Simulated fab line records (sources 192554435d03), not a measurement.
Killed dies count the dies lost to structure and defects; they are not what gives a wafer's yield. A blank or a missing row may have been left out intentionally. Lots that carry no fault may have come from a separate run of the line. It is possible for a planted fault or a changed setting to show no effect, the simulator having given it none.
Problem report in the 8D (eight disciplines) form, filled by code | flow n5_finfet | the parts of the form that need people (team, actions taken, sign-off) are left out

== 1. THE ISSUE ==
Wafers without a fault read 125.3 s, standard deviation 0.42; run_length_s at N5_BEOL_M1_CO_CAP_55 reads a mean of 172.7 s on 4 wafers belonging to 3 lots. That is +99 or more standard deviations from the usual mean.
The step: material Co, precursor CCTBA/H2, target thk 2 nm, time 102.1 s.
First observed at day 9 18:47: wafer L204.1, on cvd_co-01. At this step, 31 wafers from 11 lots have a number in the record. Rule for "out", or "out of limits": more than 4 standard deviations from the usual mean. The rest of the wafers with a number are treated as sound.

== 2. WHAT IT IS, WHAT IT ISN'T ==
question                    | is                             | is not
which readings at this step | run_length_s                   | heater_power_w, susceptor_temp_C
which lots                  | L204, L206, L207               | L192, L193, L197, L198, L200, L201, L202, L214
which wafers of those lots  | L204.1, L204.6, L206.1, L207.1 | L204.3, L206.5, L207.4
read on which tools         | cvd_co-01                      | cvd_co-02
when                        | from day 9 18:47               | up to then (22 sound wafers); but 5 sound wafers of L206, L207, L214 came after

== 3. THE SUSPECTS, EACH WITH WHAT RULES IT OUT ==
Counting: a tool at a process step up to the reading stays a suspect if it ran every lot that is out. Sound lots after the first of them don't rule it out here, since some wafers of a struck lot are sound.
- pvd_sputter-03 at N5_BEOL_M1_SPUTTER_90 (material Cu, target thk 4.5 nm, time 8.29 s): kept. It processed each lot that is out (first: L204, day 9 14:11); up to then, its last sound lot is L192 (day 6 12:37).
- cvd_co-01 at N5_BEOL_M1_CO_CAP_55 (material Co, precursor CCTBA/H2, target thk 2 nm, time 102.1 s): kept. It processed each lot that is out (first: L204, day 9 18:47); up to then, its last sound lot is L201 (day 9 04:55). Its own run_length_s readings are out on those wafers.
After counting, pvd_sputter-03 at N5_BEOL_M1_SPUTTER_90 and cvd_co-01 at N5_BEOL_M1_CO_CAP_55 remain.

== 4. THE CAUSE (what the simulator had put in) ==
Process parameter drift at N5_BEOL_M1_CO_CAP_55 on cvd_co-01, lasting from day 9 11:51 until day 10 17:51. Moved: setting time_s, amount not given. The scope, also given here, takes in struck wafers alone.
2 suspects survive the count, and this tool is in that group.

== 5. SEQUENCE OF EFFECTS, ordered by route ==
One row per reading whose mean, taken over the struck wafers that have a number, lies over 3 standard deviations from the usual. Only readings for which the record gives a usual standard deviation are gone through. hours: the time from each lot's start at the first step in this table that gives one to its start at this step, as a median over the lots. sigmas: the change in usual standard deviations.
hours | step                 | reading      | usual   | on struck wafers | change | sigmas
0     | N5_BEOL_M1_CO_CAP_55 | run_length_s | 125.3 s | 172.7            | +47.4  | +99 or more
Process steps it contains:
- N5_BEOL_M1_CO_CAP_55: material Co, precursor CCTBA/H2, target thk 2 nm, time 102.1 s.
Later steps that measure or inspect, where all struck wafers having a row at the step show a number for every such reading and not one has moved that far: N5_BEOL_M1_RS_MEAS_58, N5_BEOL_M4_RC_MEAS_101.

== 6. HOW IT WOULD HAVE BEEN CAUGHT EARLIER ==
In this record the first reading out of limits was taken at day 9 18:47, 7 hours after the fault began at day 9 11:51.
